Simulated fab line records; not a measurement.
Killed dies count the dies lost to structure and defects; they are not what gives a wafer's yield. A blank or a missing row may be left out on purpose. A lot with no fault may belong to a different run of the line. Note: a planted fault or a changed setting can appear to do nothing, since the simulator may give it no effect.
What tool caused it? + flow nand harc + 6 lots with 18 wafers sampled at 3 steps, on a route of 1159 steps

== WHAT THE GAUGES SHOWED, per wafer ==
NHARC_A_ONON_D1_THK_MEAS_02: measures by ellipsometry.
| lot  | measured     | on            | thk nm (nm)    |
|------|--------------|---------------|----------------|
| L811 | day 7 22:53  | film metro-01 | 1025 1023 1024 |
| L813 | day 8 06:27  | film metro-02 | 1012 1012 1013 |
| L821 | day 10 18:04 | film metro-01 | 903 903 903    |
| L828 | day 11 19:57 | film metro-02 | 988 987 987    |
| L831 | day 12 12:13 | film metro-02 | 1015 1015 1015 |
| L833 | day 13 04:37 | film metro-02 | 1001 1003 1001 |

== WHICH TOOL RAN EACH LOT (tool, then ch and the chambers of the sampled wafers, then the start) ==
| lot  | NHARC_P_BONDPAD_STRIP_15           | NHARC_A_ONON_D1_DEP_00           |
|------|------------------------------------|----------------------------------|
| L811 | rie diel-03 ch 0,1,3, day 6 20:38  | pecvd onon-03 ch 0, day 7 22:26  |
| L813 | rie diel-03 ch 1,2,3, day 7 04:42  | pecvd onon-03 ch 0, day 8 05:56  |
| L821 | rie diel-01 ch 0,1, day 9 16:33    | pecvd onon-02 ch 0, day 10 17:33 |
| L828 | rie diel-03 ch 0,2,3, day 10 19:13 | pecvd onon-01 ch 0, day 11 19:26 |
| L831 | rie diel-03 ch 0,1, day 11 11:09   | pecvd onon-03 ch 0, day 12 11:47 |
| L833 | rie diel-03 ch 0,2, day 12 02:38   | pecvd onon-03 ch 0, day 13 04:13 |
- NHARC_P_BONDPAD_STRIP_15: strips in O2.
- NHARC_A_ONON_D1_DEP_00: target thk 1000 nm.

== THE ANSWER, worked out from the rows above alone ==
Rule: what is usual is taken from the lots themselves. Put in order of their means at a reading, lots are off if they are a third of the lots or fewer, leave a main group of 4 or more, and stand apart from it by a gap of 3 or more times the standard deviation of the main group's means; of several such gaps the widest counts. The tables above print the reading to a certain number of digits; a main group whose means all agree to those digits is not used. A lot without any number at a reading at which 4 lots or more have one is off too. The other lots that the step has rows for count as sound.
Off: L821, at NHARC_A_ONON_D1_THK_MEAS_02 (thk nm). The main group has a mean of 1008 nm with a standard deviation of 13.
A tool fits if, at a process step before that reading, it ran every lot that is off, and no sound lot after the first of them. The gauges at NHARC_A_ONON_D1_THK_MEAS_02 are tried like those tools. Can't be told from this: 3 tools fit, rie diel-01 at NHARC_P_BONDPAD_STRIP_15, pecvd onon-02 at NHARC_A_ONON_D1_DEP_00, film metro-01 at NHARC_A_ONON_D1_THK_MEAS_02.

== WHAT THE SIMULATOR HAD PUT IN ==
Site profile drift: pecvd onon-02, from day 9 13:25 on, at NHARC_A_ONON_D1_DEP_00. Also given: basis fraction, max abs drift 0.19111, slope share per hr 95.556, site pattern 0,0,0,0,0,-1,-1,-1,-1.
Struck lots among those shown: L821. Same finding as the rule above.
